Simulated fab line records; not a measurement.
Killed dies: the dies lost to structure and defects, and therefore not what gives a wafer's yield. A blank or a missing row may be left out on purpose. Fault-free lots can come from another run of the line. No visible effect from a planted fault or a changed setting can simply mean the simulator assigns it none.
Matching of chambers | flow nand_harc | NHARC_A_BLC_DESCUM_15 on rie_diel-04 has 4 sister chambers
The step chemistry O2, time 3 s. 7 wafers are shown with their chamber, then 8 later ones without.

EACH WAFER AND ITS CHAMBER
wafer  | chamber | showerhead_plenum_p_Torr (Torr) | drypump_motor_current_A (A)
L970.2 | 0       | 1.78                            | 4.8
L970.3 | 3       | 1.81                            | 6.0
L973.4 | 2       | 2.03                            | 5.9
L984.1 | 1       | 1.94                            | 5.2
L984.3 | 0       | 1.77                            | 4.8
L984.4 | 2       | 2.02                            | 5.9
L990.2 | 1       | 1.94                            | 5.1

WAFERS WITH NO CHAMBER GIVEN
wafer  | showerhead_plenum_p_Torr (Torr) | drypump_motor_current_A (A)
L990.4 | 2.02                            | 5.9
L990.6 | 1.77                            | 4.8
L988.1 | 2.02                            | 5.9
L988.4 | 1.94                            | 5.2
L988.6 | 2.02                            | 5.9
L989.2 | 2.02                            | 5.9
L989.3 | 1.94                            | 5.2
L989.6 | 1.81                            | 6.0

EACH ONE'S CHAMBER
wafer  | from the rows above | in truth
L990.4 | 2                   | 2
L990.6 | 0                   | 0
L988.1 | 2                   | 2
L988.4 | 1                   | 1
L988.6 | 2                   | 2
L989.2 | 2                   | 2
L989.3 | 1                   | 1
L989.6 | 3                   | 3
8 of 8 placed correctly. Not placeable from these rows: 0. Wrongly placed: 0.
How it was worked out, from the rows above alone: a wafer's distance from a chamber is the root of the sum, over the readings, of the square of ((its reading less the chamber's mean) divided by the reading's scatter). The wafer belongs to the nearest chamber; if the next one is less than 2 further off, it can't be placed. Each chamber's mean is taken over the wafers shown for it. The scatter: the root of (the sum of the squares of (reading less its chamber's mean) over the shown wafers, divided by (wafers less chambers)).
